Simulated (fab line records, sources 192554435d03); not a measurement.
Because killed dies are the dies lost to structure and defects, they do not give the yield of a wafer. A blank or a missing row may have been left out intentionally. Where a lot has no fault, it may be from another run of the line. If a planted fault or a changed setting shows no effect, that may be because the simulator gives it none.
Split-lot study + flow n5 finfet + route with 1938 steps; 7 lots, 21 wafers read

## THE SPLIT
At N5_BEOL_M0_SAQP_HM_DEP_02 (deposits TiN, target thk 12 nm), the setting target thk a was moved away from the recipe's 120 angstrom on 7 of the 21 wafers read, by -11.2% to +6.4%. The other wafers ran this setting at the recipe's value.

The reading is taken at the split's own step.

## THE READING
TiN_of_BEOL_M0_SAQP_HM_DEP_02.thk nm (the simulator's own value, which no gauge read), in nm, at N5_BEOL_M0_SAQP_HM_DEP_02 (deposits TiN, target thk 12 nm). The file does not state a usual value for it. Across the 14 wafers here that went through the recipe, the average is 11.9 nm and the standard deviation 0.19 nm.

| wafer  | tool, chamber at the split | target thk a as run, angstrom | against the recipe | TiN_of_BEOL_M0_SAQP_HM_DEP_02.thk nm, nm | against lot-mates on the recipe |
|--------|----------------------------|-------------------------------|--------------------|------------------------------------------|---------------------------------|
| L080.3 | pvd sputter-01, -          | 106.8                         | -11.0%             | 10.6                                     | -1.2                            |
| L080.5 | pvd sputter-01, -          | 120                           | recipe             | 11.8                                     | -                               |
| L080.6 | pvd sputter-01, -          | 106.8                         | -11.0%             | 10.4                                     | -1.4                            |
| L082.4 | pvd sputter-01, -          | 109.7                         | -8.6%              | 10.8                                     | -0.9                            |
| L082.5 | pvd sputter-01, -          | 120                           | recipe             | 11.6                                     | -                               |
| L082.6 | pvd sputter-01, -          | 120                           | recipe             | 11.8                                     | -                               |
| L083.3 | pvd sputter-03, -          | 120                           | recipe             | 12                                       | -                               |
| L083.4 | pvd sputter-03, -          | 120                           | recipe             | 12                                       | -                               |
| L083.5 | pvd sputter-03, -          | 120                           | recipe             | 12.2                                     | -                               |
| L084.1 | pvd sputter-02, -          | 120                           | recipe             | 12                                       | -                               |
| L084.4 | pvd sputter-02, -          | 120                           | recipe             | 12                                       | -                               |
| L084.3 | pvd sputter-02, -          | 120                           | recipe             | 11.8                                     | -                               |
| L086.1 | pvd sputter-03, -          | 106.6                         | -11.2%             | 10.8                                     | -1.4                            |
| L086.6 | pvd sputter-03, -          | 106.6                         | -11.2%             | 10.8                                     | -1.4                            |
| L086.4 | pvd sputter-03, -          | 120                           | recipe             | 12.2                                     | -                               |
| L092.1 | pvd sputter-02, -          | 120                           | recipe             | 12                                       | -                               |
| L092.3 | pvd sputter-02, -          | 127.7                         | +6.4%              | 12.8                                     | +0.8                            |
| L092.4 | pvd sputter-02, -          | 127.7                         | +6.4%              | 12.6                                     | +0.6                            |
| L097.2 | pvd sputter-03, -          | 120                           | recipe             | 12.2                                     | -                               |
| L097.4 | pvd sputter-03, -          | 120                           | recipe             | 11.6                                     | -                               |
| L097.6 | pvd sputter-03, -          | 120                           | recipe             | 12                                       | -                               |

THE FIT
A straight line over all 21 wafers: TiN_of_BEOL_M0_SAQP_HM_DEP_02.thk nm changes by +0.118 nm for each +1% of target thk a; r = +0.96; the points scatter about the line by 0.19 nm.
The same after taking each lot's own level away (the mean of its wafers on the recipe; 21 wafers): +0.118 nm for each +1%; r = +0.98; scatter 0.13 nm.
According to that fit, moving target thk a by its largest amount changes the reading by 1.3 nm.
From 11.70 to 12.20 nm: that is the span of the lots' own levels, equal to 2.6 times the standard deviation above.
The two slopes are in agreement: the lot-to-lot level therefore moves the slope only a little.
Check: with one of the wafers moved furthest among these (-11.2%) left out of the fit, the line predicts -1.3 nm for it against its lot-mates. Against them it came out at -1.4 nm.

## OTHER SPLITS APPLIED TO THESE WAFERS
These wafers also went through other splits before the reading. Each is held against what the fit with the lots' levels taken away leaves over:
| other split on the same wafers           | wafers away from the commonest value | r with TiN_of_BEOL_M0_SAQP_HM_DEP_02.thk nm (lot level and that fit taken away) |
|------------------------------------------|--------------------------------------|---------------------------------------------------------------------------------|
| N5_MOL_CONTACT_COAG_CVD_140 target thk a | 10                                   | +0.16                                                                           |

## THE FILE'S OWN FIT
TiN_of_BEOL_M0_SAQP_HM_DEP_02.thk nm changes by +0.117 nm for each +1% of target thk a, r = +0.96.
